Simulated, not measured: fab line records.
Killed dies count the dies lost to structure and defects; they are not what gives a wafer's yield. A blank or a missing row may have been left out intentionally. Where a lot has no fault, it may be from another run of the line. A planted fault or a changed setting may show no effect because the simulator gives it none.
Chamber matching ; flow nand harc ; 4 sister chambers for NHARC_A_CONTACT_ETCH_106 on rie diel-11
The step etches the open film in CF4/O2, target depth 60 nm, overetch 6 nm, time 33 s. 4 wafers are shown with their chamber, then 10 later ones without.

== WAFERS WITH THEIR CHAMBER ==
wafer;chamber;drypump motor current A (A)
L084.2;2;5.53
L084.6;1;6.40
L087.1;0;5.46
L087.2;3;5.71

== WAFERS MISSING THEIR CHAMBER ==
wafer;drypump motor current A (A)
L087.3;6.39
L088.2;5.47
L088.5;5.50
L088.6;6.40
L091.1;5.73
L091.3;6.39
L091.5;5.72
L093.1;5.44
L093.2;6.41
L093.3;5.76

== THE CHAMBER EACH PASSED THROUGH ==
wafer;from the rows above;in truth
L087.3;1;1
L088.2;0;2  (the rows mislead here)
L088.5;can't be placed: 2 or 0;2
L088.6;1;1
L091.1;3;3
L091.3;1;1
L091.5;3;3
L093.1;0;0
L093.2;1;1
L093.3;3;3
8 of 10 placed correctly. Cannot be placed on the basis of these rows: 1; the candidates contain the true chamber in 1. 1 placed wrongly.
How it was worked out, from the rows above alone: a wafer's distance from a chamber is the root of the sum, over the readings, of the square of ((its reading less the chamber's mean) divided by the reading's scatter). If the next closest chamber is less than 2 further off than the closest, the wafer can't be placed; otherwise it belongs to the closest. The mean given for a chamber averages the wafers shown for that chamber. The scatter: root of mean squared gap, hidden wafer to nearest shown wafer, with one shown wafer a chamber.
